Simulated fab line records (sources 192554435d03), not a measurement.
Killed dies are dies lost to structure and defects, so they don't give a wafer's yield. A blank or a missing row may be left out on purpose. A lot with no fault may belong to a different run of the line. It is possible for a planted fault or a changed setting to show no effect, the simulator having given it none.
Chamber matching | flow n5Finfet | N5_FIN_SAQP_ALD_61 on aldSin-01: 3 sister chambers
The step deposits SiO2, target thk 4 nm, pulse time 1 s, purge time 2 s. 3 wafers are shown with their chamber, then 7 later ones without.

## WAFERS WITH THEIR CHAMBER
wafer  | chamber | heaterPowerW (W)
L087.4 | 1       | 502
L090.1 | 0       | 427
L090.4 | 2       | 454

## WAFERS MISSING THEIR CHAMBER
wafer  | heaterPowerW (W)
L090.6 | 497
L093.2 | 432
L093.3 | 453
L093.4 | 452
L095.1 | 440
L095.4 | 437
L095.5 | 457

## CHAMBER TAKEN BY EACH
wafer  | from the rows above     | in truth
L090.6 | 1                       | 1
L093.2 | 0                       | 0
L093.3 | 2                       | 2
L093.4 | 2                       | 2
L095.1 | can't be placed: 0 or 2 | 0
L095.4 | can't be placed: 0 or 2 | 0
L095.5 | 2                       | 2
5 of 7 placed correctly. From these rows, 2 cannot be placed; in 2 the true chamber is one of the candidates. Placed wrongly: 0.
How it was worked out, from the rows above alone: a wafer's distance from a chamber is the root of the sum, over the readings, of the square of ((its reading less the chamber's mean) divided by the reading's scatter). If the next closest chamber is less than 2 further off than the closest, the wafer can't be placed; otherwise it belongs to the closest. Each chamber's mean is taken over the wafers shown for it. The scatter: root of mean squared gap, hidden wafer to nearest shown wafer, with one shown wafer a chamber.
